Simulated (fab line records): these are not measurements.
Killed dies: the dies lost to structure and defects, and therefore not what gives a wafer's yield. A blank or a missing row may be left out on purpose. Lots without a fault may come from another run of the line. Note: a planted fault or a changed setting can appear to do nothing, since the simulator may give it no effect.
fab line records	flow nandHarc
[record] lots = 6	wafers = 18	lastDay = 23
route steps=1159 shown A_STAIRCASE@579 END@1159
lots with no fault: from the same line, run without faults
startH: hours from the record's opening day to when the first of the lot's shown wafers began	waitH: how many hours have passed since the lot's step before this one	" repeats the value in the row above	L1.1+2: several wafers, shown together as one row	- no value, or no start was given	* or withheld: withheld	< > ~ a bound
route shown NAME@n: names a module that has steps shown in the file, with the first one's number in the route	usual: average and standard deviation across the fault-free wafers	same: alike in all rows	chamber/n: place in a boat	sites: per-site readings	_std_site: how widely they spread, as a standard deviation	_edge_site: inner sites' mean taken away from outer sites' mean	radiusMm: for every site, how far away it sits from the centre of the wafer	mask NAME#n: copy n	behind: the last tool/chamber to shape the wafer	hold: why the lot went on hold/how many hours it stayed there/how the hold came to an end	device: whichever transistor did not switch (one of n, p or np)	end of line: the route-end tests of the same wafers	for a step that has no rows: nothing shown but its recipe	killed: count of dies lost to structure and defects at first sort (not the wafer's yield)	map: per-die view of a wafer (x killed, . not killed, _ where there is no die)
set.NAME: the setting as run; set.NAME@STEP: as run at that earlier step	model.NAME: the simulator's own value behind a step, which no gauge read
certain route steps with their lots: each step a table, each wafer a row
services: from which hour (startH, from the record's first day; less than 0 if before it) a tool's chamber was out of use, for how many hours, and why
[[steps]]
[step NHARC_A_STAIRCASE_HARDBAKE_185]
[recipe] tempC = 120	timeS = 140
[step NHARC_A_STAIRCASE_DESCUM_186]
[recipe] timeS = 3	o2FlowSccm = 200	arFlowSccm = 0	biasPowerW = 0	chemistry = O2
[usual] chamberPressureMTorr = 60.00/0.053	drypumpMotorCurrentA = 5.7/0.44	oesProductAu = 1.004/0.013	rfVppV = 57.9/0.89	showerheadPlenumPTorr = 1.94/0.071	throttleValvePct = 11.311/0.0096
lot.wafer	tool	chamber	startH	waitH	chamberPressureMTorr	drypumpMotorCurrentA	oesProductAu	rfHoursCounterH	rfVppV	showerheadPlenumPTorr	throttleValvePct
L270.1	rieDiel-01	1	288.09	-	60.07	5.9	1.006	48	57.0	1.80	11.311
L270.3	"	3	"	"	59.92	6.1	1.013	54	56.9	1.95	11.315
L270.6	"	2	"	"	59.99	5.8	1.002	-	57.7	2.02	11.309
L277.3	rieDiel-13	0	325.00	-	59.93	6.6	1.027	14	58.4	2.05	11.317
L277.5	"	1	"	"	60.01	5.5	1.001	-	58.2	1.94	11.315
L277.6	"	2	"	"	60.06	5.2	1.014	-	58.7	1.93	11.311
L279.2	rieDiel-11	3	330.64	-	60.12	5.8	0.985	49	58.4	1.98	11.318
L279.5	"	1	"	"	60.03	5.7	1.001	-	56.9	1.86	11.315
L279.6	"	2	"	"	59.97	5.6	1.006	-	57.6	1.84	11.315
L282.1	rieDiel-13	0	353.99	-	60.00	6.7	1.020	26	58.5	2.05	11.315
L282.5	"	3	"	"	60.05	5.4	0.994	-	55.9	1.86	11.303
L282.6	"	0	"	"	59.97	6.7	1.021	-	58.2	2.05	11.298
L283.2	rieDiel-01	2	354.57	-	59.94	5.8	0.989	11	57.6	2.01	11.306
L283.4	"	3	"	"	60.07	6.1	0.980	13	57.4	1.94	11.297
L283.6	"	0	"	"	59.98	5.4	1.000	-	58.3	1.94	11.310
L286.1	rieDiel-13	3	375.36	-	59.99	5.5	0.994	36	56.7	1.85	11.309
L286.3	"	1	"	"	59.96	5.5	1.008	36	58.2	1.94	11.294
L286.6	"	0	"	"	60.04	6.6	1.020	-	58.8	2.05	11.330
[step NHARC_A_STAIRCASE_TRIM_187]
[recipe] timeS = 211.2	o2FlowSccm = 500	arFlowSccm = 0	biasW = 0	chemistry = O2
[usual] chamberPressureMTorr = 60.00/0.051	drypumpMotorCurrentA = 5.7/0.44	oesProductAu = 1.003/0.012	rfVppV = 57.9/0.86	showerheadPlenumPTorr = 3.57/0.12	throttleValvePct = 17.035/0.0088
lot.wafer	tool	chamber	startH	waitH	chamberPressureMTorr	drypumpMotorCurrentA	oesProductAu	rfHoursCounterH	rfVppV	showerheadPlenumPTorr	throttleValvePct
L270.1	rieDiel-01	2	288.27	0.2	59.98	5.8	1.002	53	58.3	3.70	17.039
L270.3	"	0	"	"	59.99	5.4	0.997	49	59.5	3.59	17.027
L270.6	"	2	"	"	59.97	5.8	0.995	-	56.6	3.70	17.031
L277.3	rieDiel-13	1	325.12	0.1	59.99	5.5	1.003	15	58.2	3.58	17.036
L277.6	"	3	"	"	59.96	5.5	0.998	-	56.9	3.44	17.035
L277.5	"	0	"	"	60.06	6.7	1.025	-	58.5	3.77	17.037
L279.2	rieDiel-11	1	330.74	0.1	60.05	5.8	0.992	48	56.5	3.44	17.035
L279.5	"	3	"	"	60.08	5.8	0.988	-	57.9	3.65	17.037
L279.6	"	0	"	"	59.94	5.5	1.016	-	58.0	3.70	17.037
L282.1	rieDiel-13	3	354.09	0.1	59.98	5.5	0.997	27	57.3	3.43	17.039
L282.5	"	1	"	"	60.01	5.5	0.999	-	58.0	3.57	17.039
L282.6	"	2	"	"	60.07	5.2	0.996	-	57.7	3.56	17.044
L283.2	rieDiel-01	0	354.65	0.1	60.03	5.4	0.985	15	57.3	3.57	17.056
L283.4	"	2	"	"	60.05	5.8	0.994	11	57.8	3.69	17.029
L283.6	"	3	"	"	60.05	6.0	0.992	-	59.1	3.57	17.033
L286.3	rieDiel-13	0	375.47	0.1	60.00	6.7	1.015	36	58.8	3.75	17.038
L286.1	"	1	"	"	60.04	5.5	1.006	36	56.8	3.57	17.033
L286.6	"	3	"	"	60.07	5.5	0.993	-	56.7	3.43	17.033
[step NHARC_A_STAIRCASE_ETCH_188]
[recipe] targetDepthA = 1000	timeS = 40.5	ionEnergyEv = 400	c4f8FlowSccm = 20	o2FlowSccm = 10	arFlowSccm = withheld	rfW = 600	biasW = 1000	chemistry = C4F8/O2
[step NHARC_A_STAIRCASE_TRIM_189]
[recipe] timeS = 211.2	o2FlowSccm = 500	arFlowSccm = 0	biasW = 0	chemistry = O2
[usual] chamberPressureMTorr = 60.00/0.051	drypumpMotorCurrentA = 5.7/0.43	oesProductAu = 1.004/0.012	rfVppV = 58.0/0.87	showerheadPlenumPTorr = 3.57/0.12	throttleValvePct = 17.033/0.0094
lot.wafer	tool	chamber	startH	waitH	chamberPressureMTorr	drypumpMotorCurrentA	oesProductAu	rfHoursCounterH	rfVppV	showerheadPlenumPTorr	throttleValvePct
L270.1	rieDiel-01	0	-	-	59.96	5.4	1.002	50	57.3	3.59	17.018
L270.3	"	1	"	"	59.97	5.9	1.002	49	57.1	3.33	17.029
L270.6	"	2	"	"	59.96	5.8	1.003	-	57.9	3.70	17.041
L277.3	rieDiel-13	2	-	-	60.06	5.2	1.015	16	60.1	3.56	17.031
L277.6	"	2	"	"	59.99	5.2	1.008	-	57.5	3.56	17.035
L277.5	"	3	"	"	59.99	5.5	1.013	-	57.6	3.44	17.031
L279.2	rieDiel-11	2	-	-	60.05	5.6	1.009	51	57.2	3.40	17.032
L279.6	"	0	"	"	60.04	5.5	1.006	-	58.3	3.70	17.022
L279.5	"	1	"	"	60.10	5.8	0.995	-	57.5	3.44	17.035
L282.1	rieDiel-13	3	-	-	59.97	5.5	0.991	27	57.1	3.43	17.035
L282.5	"	2	"	"	60.07	5.2	1.015	-	58.2	3.56	17.030
L282.6	"	3	"	"	60.02	5.5	0.989	-	57.7	3.43	17.039
L283.4	rieDiel-01	0	-	-	59.98	5.4	0.991	15	58.5	3.57	17.024
L283.2	"	1	"	"	60.07	5.9	1.001	13	57.8	3.32	17.036
L283.6	"	3	"	"	59.90	6.1	0.989	-	58.0	3.57	17.043
L286.3	rieDiel-13	3	-	-	60.09	5.5	0.996	37	58.1	3.43	17.024
L286.1	"	1	"	"	60.02	5.5	0.999	36	58.1	3.57	17.025
L286.6	"	2	"	"	60.03	5.2	1.018	-	57.7	3.55	17.044
[step NHARC_A_STAIRCASE_ETCH_190]
[recipe] targetDepthA = 1000	timeS = 40.5	ionEnergyEv = 400	c4f8FlowSccm = 20	o2FlowSccm = 10	arFlowSccm = withheld	rfW = 600	biasW = 1000	chemistry = C4F8/O2
[step NHARC_A_STAIRCASE_TRIM_191]
[recipe] timeS = 211.2	o2FlowSccm = 500	arFlowSccm = 0	biasW = 0	chemistry = O2
[step NHARC_A_STAIRCASE_ETCH_192]
[recipe] targetDepthA = 1000	timeS = 40.5	ionEnergyEv = 400	c4f8FlowSccm = 20	o2FlowSccm = 10	arFlowSccm = withheld	rfW = 600	biasW = 1000	chemistry = C4F8/O2
[step NHARC_A_STAIRCASE_TRIM_193]
[recipe] timeS = 211.2	o2FlowSccm = 500	arFlowSccm = 0	biasW = 0	chemistry = O2
[step NHARC_A_STAIRCASE_ETCH_194]
[recipe] targetDepthA = 1000	timeS = 40.5	ionEnergyEv = 400	c4f8FlowSccm = 20	o2FlowSccm = 10	arFlowSccm = withheld	rfW = 600	biasW = 1000	chemistry = C4F8/O2
[step NHARC_A_STAIRCASE_TRIM_196]
[recipe] timeS = 211.2	o2FlowSccm = 500	arFlowSccm = 0	biasW = 0	chemistry = O2
[usual] chamberPressureMTorr = 60.00/0.057	drypumpMotorCurrentA = 5.7/0.4	oesProductAu = 1.000/0.013	rfVppV = 57.9/0.87	showerheadPlenumPTorr = 3.57/0.12	throttleValvePct = 17.035/0.0088
lot.wafer	tool	chamber	startH	waitH	chamberPressureMTorr	drypumpMotorCurrentA	oesProductAu	rfHoursCounterH	rfVppV	showerheadPlenumPTorr	throttleValvePct
L270.3	rieDiel-13	0	289.42	0.1	60.02	6.7	1.015	2	58.3	3.77	17.027
L270.1	"	1	"	"	60.03	5.5	1.003	2	56.9	3.59	17.038
L270.6	"	2	"	"	59.89	5.2	1.015	-	56.7	3.57	17.032
L277.3	rieDiel-11	2	326.77	0.1	59.97	5.6	0.992	49	59.1	3.40	17.018
L277.6	"	0	"	"	59.89	5.4	1.009	-	58.4	3.70	17.036
L277.5	"	1	"	"	60.09	5.8	0.992	-	58.2	3.44	17.028
L279.2	rieDiel-13	0	332.02	0.1	60.06	6.7	1.012	18	59.8	3.77	17.029
L279.5	"	1	"	"	60.11	5.5	1.010	-	58.3	3.58	17.040
L279.6	"	2	"	"	59.97	5.2	1.012	-	57.8	3.56	17.041
L282.1	rieDiel-13	2	355.13	0.1	60.00	5.2	1.017	28	57.5	3.56	17.033
L282.6	"	0	"	"	59.98	6.6	1.015	-	57.7	3.76	17.034
L282.5	"	1	"	"	60.04	5.5	1.004	-	57.8	3.57	17.052
L283.4	rieDiel-01	0	355.71	0.1	59.98	5.4	0.995	15	56.8	3.57	17.043
L283.2	"	1	"	"	60.01	5.9	1.017	13	56.7	3.32	17.054
L283.6	"	2	"	"	59.98	5.8	0.999	-	56.7	3.69	17.039
L286.3	rieDiel-11	3	376.58	0.1	60.02	5.8	0.998	0	59.3	3.64	17.025
L286.1	"	2	"	"	60.09	5.6	1.009	0	56.9	3.40	17.048
L286.6	"	0	"	"	60.03	5.5	1.023	-	57.5	3.69	17.053
[step NHARC_A_STAIRCASE_ETCH_197]
[recipe] targetDepthA = 1000	timeS = 40.5	ionEnergyEv = 400	c4f8FlowSccm = 20	o2FlowSccm = 10	arFlowSccm = withheld	rfW = 600	biasW = 1000	chemistry = C4F8/O2
[usual] chamberPressureMTorr = 25.000/0.019	oesProductAu = 0.953/0.015	rfVppV = 898/4.6	runLengthS = 61.8/0.41
lot.wafer	tool	chamber	startH	waitH	chamberPressureMTorr	oesProductAu	rfHoursCounterH	rfVppV	runLengthS
L270.3	rieDiel-13	2	289.57	-	25.028	0.970	2	896	62.1
L270.1	"	3	"	"	25.009	0.958	2	893	61.3
L270.6	"	3	"	"	25.007	0.951	-	893	61.7
L277.3	rieDiel-11	2	326.93	-	24.979	0.970	49	890	62.0
L277.6	"	1	"	"	24.994	0.941	-	893	61.7
L277.5	"	2	"	"	25.019	0.969	-	891	61.6
L279.2	rieDiel-13	1	332.15	-	25.022	0.956	18	897	61.3
L279.6	"	0	"	"	25.013	0.976	-	904	48.2
L279.5	"	1	"	"	24.986	0.954	-	899	61.3
L282.1	rieDiel-13	1	355.29	-	24.998	0.960	28	898	61.1
L282.5	"	3	"	"	25.025	0.932	-	892	61.9
L282.6	"	0	"	"	25.020	0.963	-	905	48.7
L283.4	rieDiel-01	1	355.86	-	25.044	0.959	13	890	61.3
L283.2	"	0	"	"	24.989	0.940	15	899	61.7
L283.6	"	1	"	"	24.973	0.965	-	888	61.4
L286.1	rieDiel-11	3	376.77	-	25.008	0.969	0	901	61.1
L286.3	"	0	"	"	25.006	0.971	0	903	62.0
L286.6	"	3	"	"	25.036	0.963	-	900	61.1
[step NHARC_A_STAIRCASE_TRIM_198]
[recipe] timeS = 211.2	o2FlowSccm = 500	arFlowSccm = 0	biasW = 0	chemistry = O2
[usual] chamberPressureMTorr = 60.00/0.057	drypumpMotorCurrentA = 5.7/0.41	oesProductAu = 1.003/0.013	rfVppV = 57.9/0.88	showerheadPlenumPTorr = 3.56/0.13	throttleValvePct = 17.037/0.0097
lot.wafer	tool	chamber	startH	waitH	chamberPressureMTorr	drypumpMotorCurrentA	oesProductAu	rfHoursCounterH	rfVppV	showerheadPlenumPTorr	throttleValvePct
L270.3	rieDiel-13	3	-	-	60.13	5.4	0.996	2	56.6	3.44	17.039
L270.1	"	2	"	"	60.07	5.2	1.019	2	58.3	3.57	17.047
L270.6	"	3	"	"	59.94	5.4	1.005	-	57.7	3.45	17.033
L277.3	rieDiel-11	3	-	-	60.10	5.8	0.991	48	58.6	3.65	17.039
L277.6	"	0	"	"	59.92	5.5	1.013	-	58.1	3.70	17.025
L277.5	"	1	"	"	59.99	5.8	0.993	-	56.7	3.44	17.011
L279.2	rieDiel-13	1	-	-	60.11	5.5	1.011	18	56.9	3.58	17.039
L279.5	"	3	"	"	60.09	5.5	1.000	-	57.7	3.44	17.047
L279.6	"	0	"	"	59.99	6.7	1.018	-	57.6	3.77	17.037
L282.1	rieDiel-13	2	-	-	60.01	5.2	1.017	28	57.9	3.55	17.048
L282.6	"	3	"	"	60.01	5.5	1.000	-	57.6	3.43	17.052
L282.5	"	0	"	"	59.92	6.7	1.029	-	57.6	3.76	17.035
L283.2	rieDiel-01	0	-	-	60.03	5.4	0.989	15	58.1	3.57	17.034
L283.4	"	3	"	"	60.02	6.1	0.981	14	57.3	3.57	17.054
L283.6	"	1	"	"	59.97	5.9	1.015	-	56.7	3.32	17.040
L286.1	rieDiel-11	2	-	-	60.00	5.6	1.010	0	56.0	3.40	17.021
L286.3	"	3	"	"	59.99	5.8	1.003	0	59.4	3.64	17.034
L286.6	"	3	"	"	60.04	5.8	1.006	-	59.2	3.64	17.047
[step NHARC_END_SORT_01]
[recipe] tempC = 25
[usual] killedAtArray = 27/9.9	killedAtOther = 0.5/0.76	killedAtPeriphery = 3.4/2.2	killedDies = 31/10	killedOpen = 3.3/2	killedShort = 2.0/1.5
[same] grossDies = 677
lot.wafer	tool	chamber	startH	waitH	killedAtArray	killedAtOther	killedAtPeriphery	killedDies	killedOpen	killedShort
L279.6	prober-01	0	535.32	4.1	669	1	7	677	5	3
L282.6	prober-02	0	554.25	4.0	671	0	6	677	5	4
// killed by level:class
L279.6 A_STAIRCASE:areaEtch=636 A_CHANNEL_HOLE_D1:chamberFilmFlake=21 A_CONTACT:chamberFilmFlake=5 P_BONDPAD:chamberFilmFlake=3 P_M0:geometricParticle:open=2 A_WL_FILL:geometricParticle:short=2 A_STAIRCASE:geometricParticle:open=1 A_WL_FILL:geometricParticle:open=1
L282.6 A_STAIRCASE:areaEtch=632 A_CHANNEL_HOLE_D1:chamberFilmFlake=21 A_CONTACT:chamberFilmFlake=8 P_STI:chamberFilmFlake=3 A_WL_FILL:chamberFilmFlake=3 P_CONTACT:geometricParticle:open=2 A_M0:geometricParticle:short=2 P_M0:geometricParticle:open=1
// map L279.6 (x killed, . not)
____________x____________
_________xxxxxxx_________
_______xxxxxxxxxxx_______
______xxxxxxxxxxxxx______
_____xxxxxxxxxxxxxxx_____
____xxxxxxxxxxxxxxxxx____
____xxxxxxxxxxxxxxxxx____
___xxxxxxxxxxxxxxxxxxx___
___xxxxxxxxxxxxxxxxxxx___
__xxxxxxxxxxxxxxxxxxxxx__
__xxxxxxxxxxxxxxxxxxxxx__
_xxxxxxxxxxxxxxxxxxxxxxx_
_xxxxxxxxxxxxxxxxxxxxxxx_
_xxxxxxxxxxxxxxxxxxxxxxx_
_xxxxxxxxxxxxxxxxxxxxxxx_
_xxxxxxxxxxxxxxxxxxxxxxx_
xxxxxxxxxxxxxxxxxxxxxxxxx
xxxxxxxxxxxxxxxxxxxxxxxxx
xxxxxxxxxxxxxxxxxxxxxxxxx
xxxxxxxxxxxxxxxxxxxxxxxxx
xxxxxxxxxxxxxxxxxxxxxxxxx
_xxxxxxxxxxxxxxxxxxxxxxx_
_xxxxxxxxxxxxxxxxxxxxxxx_
_xxxxxxxxxxxxxxxxxxxxxxx_
_xxxxxxxxxxxxxxxxxxxxxxx_
_xxxxxxxxxxxxxxxxxxxxxxx_
__xxxxxxxxxxxxxxxxxxxxx__
__xxxxxxxxxxxxxxxxxxxxx__
___xxxxxxxxxxxxxxxxxxx___
___xxxxxxxxxxxxxxxxxxx___
____xxxxxxxxxxxxxxxxx____
____xxxxxxxxxxxxxxxxx____
_____xxxxxxxxxxxxxxx_____
______xxxxxxxxxxxxx______
_______xxxxxxxxxxx_______
_________xxxxxxx_________
____________x____________
// map L282.6 (x killed, . not)
____________x____________
_________xxxxxxx_________
_______xxxxxxxxxxx_______
______xxxxxxxxxxxxx______
_____xxxxxxxxxxxxxxx_____
____xxxxxxxxxxxxxxxxx____
____xxxxxxxxxxxxxxxxx____
___xxxxxxxxxxxxxxxxxxx___
___xxxxxxxxxxxxxxxxxxx___
__xxxxxxxxxxxxxxxxxxxxx__
__xxxxxxxxxxxxxxxxxxxxx__
_xxxxxxxxxxxxxxxxxxxxxxx_
_xxxxxxxxxxxxxxxxxxxxxxx_
_xxxxxxxxxxxxxxxxxxxxxxx_
_xxxxxxxxxxxxxxxxxxxxxxx_
_xxxxxxxxxxxxxxxxxxxxxxx_
xxxxxxxxxxxxxxxxxxxxxxxxx
xxxxxxxxxxxxxxxxxxxxxxxxx
xxxxxxxxxxxxxxxxxxxxxxxxx
xxxxxxxxxxxxxxxxxxxxxxxxx
xxxxxxxxxxxxxxxxxxxxxxxxx
_xxxxxxxxxxxxxxxxxxxxxxx_
_xxxxxxxxxxxxxxxxxxxxxxx_
_xxxxxxxxxxxxxxxxxxxxxxx_
_xxxxxxxxxxxxxxxxxxxxxxx_
_xxxxxxxxxxxxxxxxxxxxxxx_
__xxxxxxxxxxxxxxxxxxxxx__
__xxxxxxxxxxxxxxxxxxxxx__
___xxxxxxxxxxxxxxxxxxx___
___xxxxxxxxxxxxxxxxxxx___
____xxxxxxxxxxxxxxxxx____
____xxxxxxxxxxxxxxxxx____
_____xxxxxxxxxxxxxxx_____
______xxxxxxxxxxxxx______
_______xxxxxxxxxxx_______
_________xxxxxxx_________
____________x____________
[[services]]
tool	chamber	startH	hours	kind
rieDiel-13	-	276.27	9.0	pm
rieDiel-13	0	276.27	9.0	ventCycle
rieDiel-13	1	276.27	9.0	ventCycle
rieDiel-13	2	276.27	9.0	ventCycle
rieDiel-13	3	276.27	9.0	ventCycle
rieDiel-13	0	285.27	-	clean
rieDiel-13	1	285.27	-	clean
rieDiel-13	1	285.27	-	consumableReplace:focusRing
rieDiel-13	2	285.27	-	clean
rieDiel-13	3	285.27	-	clean
rieDiel-13	3	285.27	-	consumableReplace:focusRing
rieDiel-01	2	296.42	3.8	repair
rieDiel-13	0	309.77	-	clean
rieDiel-13	1	309.77	-	clean
rieDiel-13	2	309.77	-	clean
rieDiel-13	3	309.77	-	clean
rieDiel-01	-	314.88	9.0	pm
rieDiel-13	0	334.27	-	clean
rieDiel-13	1	334.27	-	clean
rieDiel-13	2	334.27	-	clean
rieDiel-13	3	334.27	-	clean
rieDiel-13	0	358.82	-	clean
rieDiel-01	2	362.64	2.9	repair
rieDiel-11	-	366.50	9.0	pm
[[key]]
[firstSign] step = NHARC_A_STAIRCASE_ETCH_197	reading = runLengthS	direction = down	sigmas = 32	usual = *	struck = *
[effect] step = NHARC_END_SORT_01	reading = killedAtArray	direction = up	sigmas = 65	usual = 27	struck = 670
[moreKillsBornAt] NHARC_A_STAIRCASE_ETCH_197@rieDiel-13 = 1268
metAt NHARC_A_STAIRCASE_ETCH_197
struckWafers L279.6,L282.6
laterRowsLeftOut L279.6,L282.6
testerLeftOut L279,L282
[fault] kind = processParameterDrift	tool = rieDiel-13	chamber = 0	onsetH = 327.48	steps = NHARC_A_STAIRCASE_ETCH_197	channel = timeS	offset = *	shape = step	endH = 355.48	actsIn = *	stated = *
// testerLeftOut: of these lots the tester's yield and bins aren't shown, on N5 and GAA mostly nor the transistor test; their killed dies are dies lost to structure and defects alone, not to doping, threshold or leakage, so they don't give the yield
// laterRowsLeftOut: the simulator's readings of these wafers behind a module that went badly wrong aren't trusted and aren't shown, but for the sort
